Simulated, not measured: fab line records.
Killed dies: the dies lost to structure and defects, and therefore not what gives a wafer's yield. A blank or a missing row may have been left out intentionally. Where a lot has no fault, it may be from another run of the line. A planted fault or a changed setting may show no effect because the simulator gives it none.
The tool behind it: which one? :: flow nandHarc :: Sampling: 12 lots, 36 wafers, 4 of 1302 route steps

WHAT EACH GAUGE READ, for each wafer
Not one reading of a measure or inspect step in the record can be checked against a usual standard deviation.

TOOL THAT RAN EACH LOT (tool first, then ch and the chambers of the sampled wafers, then the start)
lot: L543
NHARC_P_ZERO_WELL_IMPLANT_40: implanter-02 ch 0, day 2 10:37
NHARC_P_ZERO_WELL_DESCUM_54: rieDiel-04 ch 0,1,3, day 2 12:04
NHARC_P_GATE_DESCUM_31: rieDiel-07 ch 0,2,3, day 5 17:10
NHARC_P_GATE_DEGAS_109: pvdSputter-03, day 6 10:26

lot: L545
NHARC_P_ZERO_WELL_IMPLANT_40: implanter-02 ch 0, day 3 06:19
NHARC_P_ZERO_WELL_DESCUM_54: rieDiel-04 ch 1,2,3, day 3 07:49
NHARC_P_GATE_DESCUM_31: rieDiel-03 ch 0,1, day 6 11:10
NHARC_P_GATE_DEGAS_109: pvdSputter-03, day 7 04:41

lot: L546
NHARC_P_ZERO_WELL_IMPLANT_40: implanter-02 ch 0, day 3 16:31
NHARC_P_ZERO_WELL_DESCUM_54: rieDiel-04 ch 0,2,3, day 3 17:53
NHARC_P_GATE_DESCUM_31: rieDiel-07 ch 0,1,3, day 6 13:34
NHARC_P_GATE_DEGAS_109: pvdSputter-02, day 7 11:16

lot: L548
NHARC_P_ZERO_WELL_IMPLANT_40: implanter-02 ch 0, day 4 12:14
NHARC_P_ZERO_WELL_DESCUM_54: rieDiel-06 ch 0,3, day 4 13:39
NHARC_P_GATE_DESCUM_31: rieDiel-03 ch 1,2,3, day 7 11:24
NHARC_P_GATE_DEGAS_109: pvdSputter-02, day 8 07:34

lot: L550
NHARC_P_ZERO_WELL_IMPLANT_40: implanter-01 ch 0, day 5 08:34
NHARC_P_ZERO_WELL_DESCUM_54: rieDiel-02 ch 2,3, day 5 09:55
NHARC_P_GATE_DESCUM_31: rieDiel-07 ch 1,3, day 8 14:05
NHARC_P_GATE_DEGAS_109: pvdSputter-02, day 9 07:16

lot: L551
NHARC_P_ZERO_WELL_IMPLANT_40: implanter-01 ch 0, day 5 18:25
NHARC_P_ZERO_WELL_DESCUM_54: rieDiel-02 ch 0,1,3, day 5 19:55
NHARC_P_GATE_DESCUM_31: rieDiel-07 ch 1,2, day 8 18:26
NHARC_P_GATE_DEGAS_109: pvdSputter-01, day 9 11:43

lot: L552
NHARC_P_ZERO_WELL_IMPLANT_40: implanter-01 ch 0, day 6 04:33
NHARC_P_ZERO_WELL_DESCUM_54: rieDiel-02 ch 0,1, day 6 05:56
NHARC_P_GATE_DESCUM_31: rieDiel-03 ch 0,1,2, day 9 15:48
NHARC_P_GATE_DEGAS_109: pvdSputter-03, day 10 11:08

lot: L553
NHARC_P_ZERO_WELL_IMPLANT_40: implanter-02 ch 0, day 6 15:44
NHARC_P_ZERO_WELL_DESCUM_54: rieDiel-02 ch 1,2,3, day 6 17:05
NHARC_P_GATE_DESCUM_31: rieDiel-03 ch 1,2, day 9 15:00
NHARC_P_GATE_DEGAS_109: pvdSputter-03, day 10 08:08

lot: L559
NHARC_P_ZERO_WELL_IMPLANT_40: implanter-01 ch 0, day 9 02:22
NHARC_P_ZERO_WELL_DESCUM_54: rieDiel-06 ch 0,1,3, day 9 03:41
NHARC_P_GATE_DESCUM_31: rieDiel-07 ch 0,1, day 12 01:26
NHARC_P_GATE_DEGAS_109: pvdSputter-03, day 12 22:39

lot: L560
NHARC_P_ZERO_WELL_IMPLANT_40: implanter-02 ch 0, day 9 13:01
NHARC_P_ZERO_WELL_DESCUM_54: rieDiel-04 ch 0,1,2, day 9 14:29
NHARC_P_GATE_DESCUM_31: rieDiel-03 ch 0,1,2, day 12 17:37
NHARC_P_GATE_DEGAS_109: pvdSputter-02, day 13 13:08

lot: L561
NHARC_P_ZERO_WELL_IMPLANT_40: implanter-02 ch 0, day 9 22:17
NHARC_P_ZERO_WELL_DESCUM_54: rieDiel-04 ch 0,1, day 9 23:40
NHARC_P_GATE_DESCUM_31: rieDiel-07 ch 0,1,2, day 12 16:57
NHARC_P_GATE_DEGAS_109: pvdSputter-02, day 13 10:38

lot: L563
NHARC_P_ZERO_WELL_IMPLANT_40: implanter-01 ch 0, day 10 18:28
NHARC_P_ZERO_WELL_DESCUM_54: rieDiel-06 ch 0,1,2, day 10 19:49
NHARC_P_GATE_DESCUM_31: rieDiel-07 ch 0,2,3, day 13 22:56
NHARC_P_GATE_DEGAS_109: pvdSputter-01, day 14 16:14
- NHARC_P_ZERO_WELL_IMPLANT_40
- NHARC_P_ZERO_WELL_DESCUM_54: chemistry O2, time 3 s.
- NHARC_P_GATE_DESCUM_31: chemistry O2, time 3 s.
- NHARC_P_GATE_DEGAS_109: time 60 s.

WHAT THE TOOLS THEMSELVES READ (means of the sampled wafers that have a number; where no wafer has one, the mark that the record gives instead)
NHARC_P_ZERO_WELL_IMPLANT_40. Usual: doseIonsCm2 9.998e+12, standard deviation 1.1e+10; faradayCurrentUA 126.8, standard deviation 2.5.
lot: L543
tool: implanter-02
doseIonsCm2: 1.001e+13
faradayCurrentUA: 126.3
flag: 

lot: L545
tool: implanter-02
doseIonsCm2: 1.001e+13
faradayCurrentUA: 124.3
flag: 

lot: L546
tool: implanter-02
doseIonsCm2: 9.986e+12
faradayCurrentUA: 127.1
flag: 

lot: L548
tool: implanter-02
doseIonsCm2: 1.000e+13
faradayCurrentUA: 127.0
flag: 

lot: L550
tool: implanter-01
doseIonsCm2: 1.000e+13
faradayCurrentUA: 126.3
flag: 

lot: L551
tool: implanter-01
doseIonsCm2: 1.000e+13
faradayCurrentUA: 127.8
flag: 

lot: L552
tool: implanter-01
doseIonsCm2: 1.001e+13
faradayCurrentUA: 127.3
flag: 

lot: L553
tool: implanter-02
doseIonsCm2: 9.992e+12
faradayCurrentUA: 127.7
flag: 

lot: L559
tool: implanter-01
doseIonsCm2: 9.984e+12
faradayCurrentUA: 124.0
flag: 

lot: L560
tool: implanter-02
doseIonsCm2: 1.577e+13
faradayCurrentUA: 201.3
flag: OFF

lot: L561
tool: implanter-02
doseIonsCm2: 1.577e+13
faradayCurrentUA: 200.1
flag: OFF

lot: L563
tool: implanter-01
doseIonsCm2: 9.998e+12
faradayCurrentUA: 124.8
flag: 

NHARC_P_ZERO_WELL_DESCUM_54. Usual: drypumpMotorCurrentA 5.89 A, standard deviation 0.3; oesProductAu 1.000 a.u., standard deviation 0.012; rfVppV 57.6 V, standard deviation 0.89; showerheadPlenumPTorr 1.86 Torr, standard deviation 0.063; throttleValvePct 11.311 %, standard deviation 0.0088.
lot: L543
tool: rieDiel-04
drypumpMotorCurrentA (A): 5.92
oesProductAu (a.u.): 1.002
rfVppV (V): 56.4
showerheadPlenumPTorr (Torr): 1.84
throttleValvePct (%): 11.307
flag: 

lot: L545
tool: rieDiel-04
drypumpMotorCurrentA (A): 6.08
oesProductAu (a.u.): 1.007
rfVppV (V): 58.1
showerheadPlenumPTorr (Torr): 1.84
throttleValvePct (%): 11.313
flag: 

lot: L546
tool: rieDiel-04
drypumpMotorCurrentA (A): 5.96
oesProductAu (a.u.): 1.007
rfVppV (V): 57.0
showerheadPlenumPTorr (Torr): 1.83
throttleValvePct (%): 11.317
flag: 

lot: L548
tool: rieDiel-06
drypumpMotorCurrentA (A): 5.37
oesProductAu (a.u.): 0.995
rfVppV (V): 58.4
showerheadPlenumPTorr (Torr): 1.89
throttleValvePct (%): 11.315
flag: 

lot: L550
tool: rieDiel-02
drypumpMotorCurrentA (A): 6.09
oesProductAu (a.u.): 1.001
rfVppV (V): 57.6
showerheadPlenumPTorr (Torr): 1.92
throttleValvePct (%): 11.311
flag: 

lot: L551
tool: rieDiel-02
drypumpMotorCurrentA (A): 5.95
oesProductAu (a.u.): 0.994
rfVppV (V): 57.6
showerheadPlenumPTorr (Torr): 1.84
throttleValvePct (%): 11.311
flag: 

lot: L552
tool: rieDiel-02
drypumpMotorCurrentA (A): 5.84
oesProductAu (a.u.): 0.997
rfVppV (V): 57.7
showerheadPlenumPTorr (Torr): 1.85
throttleValvePct (%): 11.305
flag: 

lot: L553
tool: rieDiel-02
drypumpMotorCurrentA (A): 6.01
oesProductAu (a.u.): 1.005
rfVppV (V): 57.4
showerheadPlenumPTorr (Torr): 1.88
throttleValvePct (%): 11.311
flag: 

lot: L559
tool: rieDiel-06
drypumpMotorCurrentA (A): 5.65
oesProductAu (a.u.): 1.003
rfVppV (V): 58.3
showerheadPlenumPTorr (Torr): 1.90
throttleValvePct (%): 11.307
flag: 

lot: L560
tool: rieDiel-04
drypumpMotorCurrentA (A): 5.92
oesProductAu (a.u.): 1.000
rfVppV (V): 58.3
showerheadPlenumPTorr (Torr): 1.84
throttleValvePct (%): 11.312
flag: 

lot: L561
tool: rieDiel-04
drypumpMotorCurrentA (A): 5.88
oesProductAu (a.u.): 1.001
rfVppV (V): 57.4
showerheadPlenumPTorr (Torr): 1.84
throttleValvePct (%): 11.307
flag: 

lot: L563
tool: rieDiel-06
drypumpMotorCurrentA (A): 5.82
oesProductAu (a.u.): 0.989
rfVppV (V): 57.5
showerheadPlenumPTorr (Torr): 1.92
throttleValvePct (%): 11.312
flag: 

NHARC_P_GATE_DESCUM_31. Usual: drypumpMotorCurrentA 5.9 A, standard deviation 0.64; oesProductAu 1.010 a.u., standard deviation 0.0093; rfVppV 57.8 V, standard deviation 0.9; showerheadPlenumPTorr 1.90 Torr, standard deviation 0.059; throttleValvePct 11.310 %, standard deviation 0.009.
lot: L543
tool: rieDiel-07
drypumpMotorCurrentA (A): 5.4
oesProductAu (a.u.): 1.001
rfVppV (V): 58.0
showerheadPlenumPTorr (Torr): 1.94
throttleValvePct (%): 11.318
flag: 

lot: L545
tool: rieDiel-03
drypumpMotorCurrentA (A): 6.3
oesProductAu (a.u.): 1.021
rfVppV (V): 57.9
showerheadPlenumPTorr (Torr): 1.89
throttleValvePct (%): 11.315
flag: 

lot: L546
tool: rieDiel-07
drypumpMotorCurrentA (A): 5.6
oesProductAu (a.u.): 1.007
rfVppV (V): 57.3
showerheadPlenumPTorr (Torr): 1.93
throttleValvePct (%): 11.310
flag: 

lot: L548
tool: rieDiel-03
drypumpMotorCurrentA (A): 6.0
oesProductAu (a.u.): 1.011
rfVppV (V): 58.6
showerheadPlenumPTorr (Torr): 1.89
throttleValvePct (%): 11.314
flag: 

lot: L550
tool: rieDiel-07
drypumpMotorCurrentA (A): 6.1
oesProductAu (a.u.): 1.007
rfVppV (V): 58.8
showerheadPlenumPTorr (Torr): 1.94
throttleValvePct (%): 11.322
flag: 

lot: L551
tool: rieDiel-07
drypumpMotorCurrentA (A): 6.4
oesProductAu (a.u.): 1.007
rfVppV (V): 58.5
showerheadPlenumPTorr (Torr): 1.91
throttleValvePct (%): 11.303
flag: 

lot: L552
tool: rieDiel-03
drypumpMotorCurrentA (A): 6.2
oesProductAu (a.u.): 1.013
rfVppV (V): 57.7
showerheadPlenumPTorr (Torr): 1.89
throttleValvePct (%): 11.315
flag: 

lot: L553
tool: rieDiel-03
drypumpMotorCurrentA (A): 6.4
oesProductAu (a.u.): 1.009
rfVppV (V): 57.8
showerheadPlenumPTorr (Torr): 1.94
throttleValvePct (%): 11.313
flag: 

lot: L559
tool: rieDiel-07
drypumpMotorCurrentA (A): 6.0
oesProductAu (a.u.): 1.017
rfVppV (V): 57.7
showerheadPlenumPTorr (Torr): 1.89
throttleValvePct (%): 11.305
flag: 

lot: L560
tool: rieDiel-03
drypumpMotorCurrentA (A): 6.2
oesProductAu (a.u.): 1.006
rfVppV (V): 57.7
showerheadPlenumPTorr (Torr): 1.89
throttleValvePct (%): 11.307
flag: 

lot: L561
tool: rieDiel-07
drypumpMotorCurrentA (A): 5.9
oesProductAu (a.u.): 1.011
rfVppV (V): 57.6
showerheadPlenumPTorr (Torr): 1.90
throttleValvePct (%): 11.304
flag: 

lot: L563
tool: rieDiel-07
drypumpMotorCurrentA (A): 5.4
oesProductAu (a.u.): 1.006
rfVppV (V): 57.3
showerheadPlenumPTorr (Torr): 1.94
throttleValvePct (%): 11.300
flag: 

NHARC_P_GATE_DEGAS_109. Usual: heaterPowerW 460 W, standard deviation 46.
lot: L543
tool: pvdSputter-03
heaterPowerW (W): 436
flag: 

lot: L545
tool: pvdSputter-03
heaterPowerW (W): 478
flag: 

lot: L546
tool: pvdSputter-02
heaterPowerW (W): 468
flag: 

lot: L548
tool: pvdSputter-02
heaterPowerW (W): 476
flag: 

lot: L550
tool: pvdSputter-02
heaterPowerW (W): 439
flag: 

lot: L551
tool: pvdSputter-01
heaterPowerW (W): 480
flag: 

lot: L552
tool: pvdSputter-03
heaterPowerW (W): 448
flag: 

lot: L553
tool: pvdSputter-03
heaterPowerW (W): 473
flag: 

lot: L559
tool: pvdSputter-03
heaterPowerW (W): 430
flag: 

lot: L560
tool: pvdSputter-02
heaterPowerW (W): 424
flag: 

lot: L561
tool: pvdSputter-02
heaterPowerW (W): 433
flag: 

lot: L563
tool: pvdSputter-01
heaterPowerW (W): 452
flag: 

THE ANSWER, worked out from the rows above alone
Rule: a lot counts as off when the mean over its wafers that have a number is more than 3 standard deviations away from the usual mean. A lot without any number at a reading at which 4 lots or more have one is off too. The other lots that the step has rows for count as sound. After the gauges, taken in route order, come the tools' own readings; for these a lot's mean is taken, as printed above. The first step at which some lot is off is used, and at that step the reading that is off furthest; a lot without a number counts as furthest.
Off, at NHARC_P_ZERO_WELL_IMPLANT_40 on doseIonsCm2: L560, L561.
If a tool, at that step or one of the process steps before it, ran each lot that is off and ran no sound lot following the first of them, it fits. One candidate fits, namely implanter-02 at NHARC_P_ZERO_WELL_IMPLANT_40. A fault onset in the window from L553 (day 6 15:44, its last sound lot) to L560 (day 9 13:01, its first lot off) fits.
The tool's own readings at NHARC_P_ZERO_WELL_IMPLANT_40 bear it out: on the lots that are off they differ by more than 5 times the standard deviation of the sound lots' means. doseIonsCm2 reads 1.577e+13 there against 9.999e+12 on the sound lots; faradayCurrentUA reads 200.7 there against 126.3 on the sound lots.

WHAT THE SIMULATOR HAD INSERTED
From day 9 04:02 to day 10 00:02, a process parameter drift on implanter-02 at NHARC_P_ZERO_WELL_IMPLANT_40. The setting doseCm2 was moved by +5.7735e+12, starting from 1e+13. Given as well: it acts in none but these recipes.
Shown lots that were struck: L560, L561. The rule above reached the same finding.
